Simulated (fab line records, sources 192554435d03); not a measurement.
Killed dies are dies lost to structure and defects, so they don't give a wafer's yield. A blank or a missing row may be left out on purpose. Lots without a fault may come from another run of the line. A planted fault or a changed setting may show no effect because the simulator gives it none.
Chamber matching | flow n5_finfet | N5_MIM_TOP_ALD_00 on ald_hk-02: 4 sister chambers
The step deposits Al2O3, purge time 3 s, co reactant pulse time 3 s. 8 wafers are shown with their chamber, then 10 later ones without.

WAFERS WITH THEIR CHAMBER
wafer  | chamber | precursor_pulse_height_rel
L082.3 | 3       | 1.003
L082.4 | 2       | 1.022
L082.5 | 2       | 0.973
L083.2 | 1       | 0.998
L083.5 | 3       | 1.021
L083.6 | 0       | 1.024
L087.1 | 1       | 1.013
L087.5 | 0       | 0.995

WAFERS WITHOUT THEIR CHAMBER
wafer  | precursor_pulse_height_rel
L087.6 | 1.035
L094.1 | 0.978
L094.5 | 1.009
L094.6 | 1.027
L095.2 | 0.987
L095.3 | 1.015
L095.4 | 1.007
L096.2 | 0.982
L096.4 | 0.995
L096.6 | 1.014

WHICH CHAMBER EACH WENT THROUGH
wafer  | from the rows above               | in truth
L087.6 | can't be placed: 3 or 0 or 1 or 2 | 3
L094.1 | can't be placed: 2 or 1 or 0 or 3 | 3
L094.5 | can't be placed: 0 or 3 or 1 or 2 | 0
L094.6 | can't be placed: 3 or 0 or 1 or 2 | 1
L095.2 | can't be placed: 2 or 1 or 0 or 3 | 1
L095.3 | can't be placed: 3 or 0 or 1 or 2 | 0
L095.4 | can't be placed: 1 or 0 or 3 or 2 | 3
L096.2 | can't be placed: 2 or 1 or 0 or 3 | 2
L096.4 | can't be placed: 2 or 1 or 0 or 3 | 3
L096.6 | can't be placed: 3 or 0 or 1 or 2 | 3
Placed correctly: 0 of 10. Can't be placed from these rows: 10 (the true chamber is among the candidates in 10). Placed wrongly: 0.
How it was worked out, from the rows above alone: a wafer's distance from a chamber is the root of the sum, over the readings, of the square of ((its reading less the chamber's mean) divided by the reading's scatter). The wafer belongs to the nearest chamber; if the next one is less than 2 further off, it can't be placed. A chamber's mean is the mean of its shown wafers. The scatter: the root of (the sum of the squares of (reading less its chamber's mean) over the shown wafers, divided by (wafers less chambers)).
